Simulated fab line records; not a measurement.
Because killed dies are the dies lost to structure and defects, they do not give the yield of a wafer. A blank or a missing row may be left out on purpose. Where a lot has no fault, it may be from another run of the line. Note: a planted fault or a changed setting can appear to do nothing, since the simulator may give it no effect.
Matching of chambers    flow n5_finfet    4 sister chambers for N5_BEOL_M2_ETCH_63 on rie_diel-04
The step etches SiARC in CF4, target depth 15.6 nm, time 26 s. 14 wafers are shown with their chamber, then 7 later ones without.

== WAFERS WITH THEIR CHAMBER ==
wafer   chamber  drypump_motor_current_A (A)  throttle_valve_pct (%)  etch_rf_on_time_s (s)
L633.1  0        5.6                          15.58                   26.5
L633.4  1        5.2                          15.34                   26.7
L633.5  3        5.3                          15.11                   25.9
L637.1  3        5.3                          15.13                   25.4
L637.3  0        5.5                          15.59                   26.0
L637.6  0        5.6                          15.59                   26.3
L644.1  2        5.8                          15.74                   26.4
L644.4  1        5.2                          15.42                   26.8
L644.5  2        5.8                          15.74                   26.3
L646.1  3        5.3                          15.19                   25.8
L646.5  1        5.2                          15.40                   26.8
L646.6  2        5.8                          15.76                   26.6
L647.3  0        5.7                          15.16                   26.2
L647.4  3        5.3                          15.19                   25.7

SIGNATURES (averages over the wafers above)
reading                  chamber 0  chamber 1  chamber 2  chamber 3  scatter within a chamber
drypump_motor_current_A  5.600      5.200      5.800      5.300      0.0447
throttle_valve_pct       15.4800    15.3867    15.7467    15.1550    0.121
etch_rf_on_time_s        26.250     26.767     26.433     25.700     0.18
Rule: distance of a wafer from a chamber = root of the sum over the readings of ((wafer's reading minus chamber's mean) / reading's scatter) squared. The wafer belongs to the nearest chamber; if the next one is less than 2 further off, it can't be placed. The scatter: the root of (the sum of the squares of (reading less its chamber's mean) over the shown wafers, divided by (wafers less chambers)).

== WAFERS WITHOUT THEIR CHAMBER ==
wafer   drypump_motor_current_A (A)  throttle_valve_pct (%)  etch_rf_on_time_s (s)
L647.6  5.3                          15.19                   25.7
L649.1  5.2                          15.43                   26.5
L649.3  5.8                          15.76                   26.2
L649.4  5.6                          15.15                   26.3
L652.3  5.8                          15.78                   26.5
L652.5  5.3                          15.42                   26.8
L652.6  5.6                          15.16                   26.5

== WHICH CHAMBER EACH WENT THROUGH ==
wafer   from the rows above  in truth
L647.6  3                    3
L649.1  1                    1
L649.3  2                    2
L649.4  0                    0
L652.3  2                    2
L652.5  1                    1
L652.6  0                    0
Placed correctly: 7 of 7. From these rows, 0 cannot be placed. Wrongly placed: 0.
